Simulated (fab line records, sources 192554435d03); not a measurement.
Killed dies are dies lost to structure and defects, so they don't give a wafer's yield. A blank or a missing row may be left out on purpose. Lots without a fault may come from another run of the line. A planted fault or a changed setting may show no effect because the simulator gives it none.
Chamber matching | flow n5_finfet | N5_STI_FIN_REVEAL_ETCHBACK_08 on rie_diel-02: 4 sister chambers
The step etches SiO2 in C4F6/O2, target depth 30.5 nm, time 10.167 s. 18 wafers are shown with their chamber, then 9 later ones without.

WAFERS WITH THEIR CHAMBER
wafer  | chamber | showerhead_plenum_p_Torr (Torr) | throttle_valve_pct (%) | rf_vpp_V (V)
L824.1 | 0       | 2.78                            | 21.14                  | 664
L824.2 | 2       | 2.86                            | 21.56                  | 660
L824.5 | 1       | 2.86                            | 20.91                  | 672
L826.3 | 2       | 2.86                            | 21.57                  | 660
L826.4 | 1       | 2.86                            | 20.90                  | 672
L826.6 | 1       | 2.86                            | 20.90                  | 671
L827.4 | 3       | 2.88                            | 21.02                  | 665
L827.5 | 0       | 2.77                            | 21.16                  | 666
L827.6 | 1       | 2.86                            | 20.90                  | 672
L831.3 | 2       | 2.86                            | 21.58                  | 659
L831.5 | 2       | 2.86                            | 21.57                  | 660
L831.6 | 3       | 2.88                            | 21.04                  | 666
L832.1 | 0       | 2.77                            | 21.17                  | 666
L832.3 | 2       | 2.86                            | 21.58                  | 661
L832.5 | 3       | 2.88                            | 21.06                  | 665
L833.2 | 0       | 2.77                            | 21.17                  | 665
L833.5 | 3       | 2.88                            | 21.06                  | 665
L833.6 | 0       | 2.77                            | 21.17                  | 665

SIGNATURES (means of the wafers above)
reading                  | chamber 0 | chamber 1 | chamber 2 | chamber 3 | scatter within a chamber
showerhead_plenum_p_Torr | 2.7720    | 2.8600    | 2.8600    | 2.8800    | 0.00239
throttle_valve_pct       | 21.1620   | 20.9025   | 21.5720   | 21.0450   | 0.0123
rf_vpp_V                 | 665.20    | 671.75    | 660.00    | 665.25    | 0.671
Rule: a wafer's distance from a chamber is the root of the sum, over the readings, of the square of ((its reading less the chamber's mean) divided by the reading's scatter). The wafer belongs to the nearest chamber; if the next one is less than 2 further off, it can't be placed. The scatter: the root of (the sum of the squares of (reading less its chamber's mean) over the shown wafers, divided by (wafers less chambers)).

WAFERS WITHOUT THEIR CHAMBER
wafer  | showerhead_plenum_p_Torr (Torr) | throttle_valve_pct (%) | rf_vpp_V (V)
L844.1 | 2.87                            | 21.08                  | 664
L844.5 | 2.85                            | 21.60                  | 658
L844.6 | 2.85                            | 20.94                  | 672
L845.2 | 2.87                            | 21.08                  | 666
L845.5 | 2.85                            | 20.94                  | 671
L845.6 | 2.76                            | 21.21                  | 664
L847.1 | 2.84                            | 20.96                  | 670
L847.2 | 2.84                            | 21.62                  | 659
L847.4 | 2.76                            | 21.20                  | 664

WHICH CHAMBER EACH WENT THROUGH
wafer  | from the rows above | in truth
L844.1 | 3                   | 3
L844.5 | 2                   | 2
L844.6 | 1                   | 1
L845.2 | 3                   | 3
L845.5 | 1                   | 1
L845.6 | 0                   | 0
L847.1 | 1                   | 1
L847.2 | 2                   | 2
L847.4 | 0                   | 0
Placed correctly: 9 of 9. Can't be placed from these rows: 0. Placed wrongly: 0.
